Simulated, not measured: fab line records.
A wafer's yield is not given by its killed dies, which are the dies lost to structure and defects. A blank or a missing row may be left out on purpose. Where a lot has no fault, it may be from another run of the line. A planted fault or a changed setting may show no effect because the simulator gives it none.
Matching of chambers -- flow n5-finfet -- 3 sister chambers for N5_BEOL_M10_CURE_72 on uv-cure-03
The step cures SiCOH lowk, time 120 s. 3 wafers are shown with their chamber, then 8 later ones without.

## EACH WAFER AND ITS CHAMBER
wafer,chamber,wafer_temp_C_max
L083.6,1,372.6
L084.4,0,371.1
L086.4,2,371.3

## WAFERS WITHOUT THEIR CHAMBER
wafer,wafer_temp_C_max
L086.5,371.4
L086.6,371.2
L094.1,371.8
L094.2,371.8
L094.3,371.2
L097.1,371.5
L097.3,371.4
L097.6,371.7

## WHICH CHAMBER EACH ONE RAN IN
wafer,from the rows above,in truth
L086.5,can't be placed: 2 or 0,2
L086.6,can't be placed: 0 or 2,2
L094.1,can't be placed: 2 or 0 or 1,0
L094.2,can't be placed: 2 or 0 or 1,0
L094.3,can't be placed: 0 or 2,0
L097.1,can't be placed: 2 or 0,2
L097.3,can't be placed: 2 or 0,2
L097.6,can't be placed: 2 or 0 or 1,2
0 of 8 placed correctly. Can't be placed from these rows: 8 (the true chamber is among the candidates in 8). Placed wrongly: 0.
How it was worked out, from the rows above alone: a wafer's distance from a chamber is the root of the sum, over the readings, of the square of ((its reading less the chamber's mean) divided by the reading's scatter). The wafer belongs to the nearest chamber; if the next one is less than 2 further off, it can't be placed. The mean given for a chamber averages the wafers shown for that chamber. The scatter: with one shown wafer a chamber, the root of the mean of the squares of how far each hidden wafer lies from its nearest shown one.
